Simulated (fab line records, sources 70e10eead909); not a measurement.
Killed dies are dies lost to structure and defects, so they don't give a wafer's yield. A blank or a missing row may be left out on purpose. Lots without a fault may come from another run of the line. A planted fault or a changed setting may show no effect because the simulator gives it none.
A struck lot beside a sound one | flow nand_harc | 39 steps out of a route of 1159
Sound: wafers L337.1, L337.5, L337.6. Struck: wafer L326.3. (L326.2, L326.6 of the same lot were not struck and are left out.) The cause comes at the end.
At each step with rows: each side's tool, then ch and its chambers, then its first start. Under that, the readings that differ: sound wafers | struck wafers | difference of the means | sigmas: that difference in standard deviations of wafers without a fault.
alike: readings whose means differ by less than 2 such deviations, and words and numbers that are the same on both sides. not compared: withheld readings, readings that some wafer has no value for, bounds like >300 that may hide the same value, and numbers for which the record gives no deviation and whose values overlap.
The two part at a step that has a row with sigmas, a row that says differs or no value, or rows on one side only. Numbers that don't overlap but have no deviation are shown without sigmas and don't part them. A reading that every wafer of one side lacks parts them only if that side has two wafers or more.

first, 6 steps without rows for these wafers: NHARC_A_WL_FILL_PRECLEAN_30 (cleans in dHF, time 10 s); NHARC_A_WL_FILL_SRD_14; NHARC_A_WL_FILL_ALD_19 (deposits TiN, target thk 2 nm, pulse time 3 s, ald cycles 100); NHARC_A_WL_FILL_CVD_20 (deposits W, target thk 75 nm, time 5064 s); NHARC_A_WL_FILL_CMP_12 (polishes, t overpolish 30 s, target thk 75 nm); NHARC_A_WL_FILL_SRD_31.
NHARC_A_WL_FILL_INSPECT_15:
  sound on defect_inspect-02, day 21 16:59; struck on defect_inspect-02, day 18 15:18
  alike: raw_defect_count
then, 1 step without rows for these wafers: NHARC_A_CONTACT_DEP_24 (deposits SiO2, target thk 500 nm).
NHARC_A_CONTACT_DEP_28: deposits aC, target thk 3600 nm.
  sound on acl_dep-02 ch 0, day 21 17:44; struck on acl_dep-03 ch 0, day 18 16:20
  reading                | sound                | struck | difference | sigmas
  throttle_valve_pct (%) | 35.004 35.011 34.999 | 34.988 | -0.017     | -2
then, 11 steps without rows for these wafers: NHARC_A_CONTACT_DEP_29 (deposits SiON, target thk 70 nm); NHARC_A_CONTACT_DEHYDRATE_32 (time 120 s); NHARC_A_CONTACT_HMDS_33 (time 30 s); NHARC_A_CONTACT_COAT_34 (time 75 s); NHARC_A_CONTACT_COAT_35 (time 65 s); NHARC_A_CONTACT_COAT_36 (resist thk 90 nm); NHARC_A_CONTACT_SOFTBAKE_37 (time 55 s); NHARC_A_CONTACT_EBR_38; NHARC_A_CONTACT_EXPOSE_39 (exposes mask A CC 3); NHARC_A_CONTACT_PEB_40 (peb time 65 s); NHARC_A_CONTACT_DEVELOP_41 (develop time 35 s).
NHARC_A_CONTACT_CD_MEAS_42: target cd 200 nm.
  sound on cd_sem-03 ch 0, day 21 20:56; struck on cd_sem-02 ch 0, day 18 18:57
  alike: cd_nm
NHARC_A_CONTACT_OVL_MEAS_43:
  sound on overlay-02, day 21 21:01; struck on overlay-02, day 18 19:02
  alike: overlay_x_nm, overlay_y_nm
NHARC_A_CONTACT_INSPECT_44:
  sound on defect_inspect-02, day 21 21:03; struck on defect_inspect-01, day 18 19:04
  alike: raw_defect_count
then, 3 steps without rows for these wafers: NHARC_A_CONTACT_DESCUM_47 (chemistry O2, time 3 s); NHARC_A_CONTACT_ETCH_48 (etches the open film in CF4, target depth 39 nm, time 65 s); NHARC_A_CONTACT_ETCH_49 (etches the open film in N2/H2, target depth 260 nm, time 475.3 s).
NHARC_A_CONTACT_ETCH_50: etches the open film in CF4/CHF3, target depth 84.7 nm, time 42.4 s.
  sound on rie_diel-10 ch 1,2; struck on rie_diel-03 ch 1
  alike: chf3_flow_sccm, drypump_motor_current_A, oes_product_au, rf_vpp_V, showerhead_plenum_p_Torr, throttle_valve_pct
  not compared: rf_hours_counter_h
NHARC_A_CONTACT_ETCH_51: etches the open film in O2/COS, target depth 3600 nm, time 936 s.
  sound on rie_diel-10 ch 1,2,3; struck on rie_diel-03 ch 1
  alike: drypump_motor_current_A, o2_flow_sccm, oes_product_au, rf_vpp_V, showerhead_plenum_p_Torr, throttle_valve_pct
  not compared: rf_hours_counter_h
then, 2 steps without rows for these wafers: NHARC_A_CONTACT_ETCH_111 (etches the open film in C4F8/O2/Ar, time 140 s, target depth 700 nm); NHARC_A_CONTACT_ETCH_112 (etches the open film in C4F8/O2/Ar, time 94 s, target depth 922 nm).
NHARC_A_CONTACT_ETCH_113: etches the open film in C4F8/O2/Ar, time 94 s, target depth 922 nm.
  sound on har_cap_etch-01 ch 0,1, day 21 22:41; struck on har_cap_etch-02 ch 1, day 18 20:41
  not compared: rf_hours_counter_h
then, 2 steps without rows for these wafers: NHARC_A_CONTACT_ETCH_114 (etches the open film in C4F8/O2/Ar, time 94 s, target depth 922 nm); NHARC_A_CONTACT_ETCH_115 (etches the open film in C4F8/O2/Ar, time 94 s, target depth 922 nm).
NHARC_A_CONTACT_ETCH_116: etches the open film in C4F8/O2/Ar, time 94 s, target depth 922 nm.
  sound on har_cap_etch-01 ch 0,1, day 21 22:58; struck on har_cap_etch-02 ch 1, day 18 20:58
  not compared: rf_hours_counter_h
then, 2 steps without rows for these wafers: NHARC_A_CONTACT_ETCH_117 (etches the open film in C4F8/O2/Ar, time 94 s, target depth 922 nm); NHARC_A_CONTACT_ETCH_118 (etches the open film in C4F8/O2/Ar, time 94 s, target depth 922 nm).
NHARC_A_CONTACT_ETCH_119: etches the open film in C4F8/O2/Ar, time 94 s, target depth 922 nm.
  sound on har_cap_etch-01 ch 0,1, day 21 23:14; struck on har_cap_etch-02 ch 1, day 18 21:14
  not compared: rf_hours_counter_h
then, 1 step without rows for these wafers: NHARC_A_CONTACT_ETCH_120 (etches the open film in C4F8/O2/Ar, time 94 s, target depth 922 nm).
-- the record jumps here: 3 days lie between the struck wafers' starts before and after (it left off in module A_CONTACT and takes up again in module END, whose first step shown is number 1159 of the route) --
NHARC_END_SORT_01:
  the record has rows for the struck wafers here (prober-01 ch 0, day 21 19:55) and none for the sound ones

WHERE THEY PART
First at NHARC_A_CONTACT_DEP_28; last, within this record, at NHARC_END_SORT_01.

WHY: what the simulator had put in
Process parameter drift: acl_dep-03, from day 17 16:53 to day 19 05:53, at NHARC_A_CONTACT_DEP_28. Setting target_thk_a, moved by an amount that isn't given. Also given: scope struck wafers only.
